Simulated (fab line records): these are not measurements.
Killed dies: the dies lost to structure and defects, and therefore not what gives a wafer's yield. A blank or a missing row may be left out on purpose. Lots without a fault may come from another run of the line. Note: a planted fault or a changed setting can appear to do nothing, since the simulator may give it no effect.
Struck lot and sound lot, side by side	flow nand harc	13 steps out of a route of 1302
Sound: the wafers L173.3, L173.4, L173.6. Struck: wafer L184.2 (left out: L184.3, a lot-mate that was not struck); the cause follows at the end.
Per side, at each step with rows, come the tool, then ch with its chambers, and then its first start. Under that, the readings that differ: sound wafers	struck wafers	difference of the means	sigmas: that difference in standard deviations of wafers without a fault.
alike: readings whose means differ by less than 2 such deviations, and words and numbers that are the same on both sides. not compared: withheld readings, readings that some wafer has no value for, bounds like >300 that may hide the same value, and numbers for which the record gives no deviation and whose values overlap.
The two part at a step that has a row with sigmas, a row that says differs or no value, or rows on one side only. Non-overlapping numbers with no deviation appear without sigmas and do not part them. Lack of a reading on every wafer of one side parts them only where that side has two or more wafers.

NHARC_A_SLIT_ETCH_29: etches the open film in CF4/O2, target depth 100 nm, overetch 10 nm, time 55 s.
  sound on rie diel-10 ch 0,3, day 20 07:58; struck on rie diel-01 ch 2, day 25 03:53
reading	sound	struck	difference	sigmas
rf vpp V (V)	202.1 199.1 197.8	196.1	-3.6	-3
  alike: drypump motor current A, oes product au, showerhead plenum p Torr, throttle valve pct
  not compared: rf hours counter h
NHARC_A_SLIT_STRIP_18: strips in O2.
  sound on rie diel-10 ch 0,1,3; struck on rie diel-01 ch 2
  alike: drypump motor current A, oes product au, rf vpp V, showerhead plenum p Torr, throttle valve pct
  not compared: rf hours counter h
then, 2 steps without rows for these wafers: NHARC_A_SLIT_PRECLEAN_19 (cleans in SC1); NHARC_A_SLIT_SRD_20.
NHARC_A_SLIT_CD_MEAS_21:
  struck on cd sem-02, day 25 04:26; sound on cd sem-02, day 20 08:34
  alike: cd nm
then, 3 steps without rows for these wafers: NHARC_A_SIN_REMOVE_WET_00 (chemistry H3PO4, time 15300 s); NHARC_A_SIN_REMOVE_PRECLEAN_01 (cleans in SC1); NHARC_A_SIN_REMOVE_SRD_02.
NHARC_A_SIN_REMOVE_INSPECT_04:
  struck on defect inspect-01, day 25 11:05; sound on defect inspect-01, day 20 14:41
  alike: raw defect count
NHARC_A_WL_FILL_ALD_00: deposits Al2O3, target thk 3 nm, pulse time 3 s, ald cycles 30.
  sound on ald hk-04 ch 1,2,3, day 20 14:47; struck on ald hk-04 ch 0, day 25 11:13
  alike: heater power outer w, heater power w, precursor pulse height rel
  not compared: ald cycles
NHARC_A_WL_FILL_RTA_01: time 5 s.
  sound on rtp anneal-02 ch 0, day 20 15:05; struck on rtp anneal-01 ch 0, day 25 11:27
reading	sound	struck	difference	sigmas
lamp power pct (%)	37.6 37.6 37.6	34.9	-2.7	-2
  alike: wafer_temp_C_max
NHARC_A_WL_FILL_ALD_02: deposits TiN, target thk 2 nm, pulse time 3 s, ald cycles 100.
  sound on ald metal-03 ch 1,3, day 20 15:16; struck on ald metal-04 ch 0, day 25 11:41
reading	sound	struck	difference	sigmas
ald cycles	100 100 100	42	-58	
heater power outer w (W)	660 674 693	869	+193	+2
  alike: heater power w, precursor pulse height rel
-- the record jumps here: 4 days lie between the struck wafers' starts before and after (it left off in module A_WL_FILL and takes up again in module END, whose first step shown is number 1302 of the route) --
NHARC_END_SORT_01:
  here the record holds rows for the struck wafers (prober-01 ch 0, day 29 10:30) but none for the sound ones

== WHERE THEY PART ==
Earliest at NHARC_A_SLIT_ETCH_29; latest, in this record, at NHARC_END_SORT_01.

WHY: the cause the simulator had injected
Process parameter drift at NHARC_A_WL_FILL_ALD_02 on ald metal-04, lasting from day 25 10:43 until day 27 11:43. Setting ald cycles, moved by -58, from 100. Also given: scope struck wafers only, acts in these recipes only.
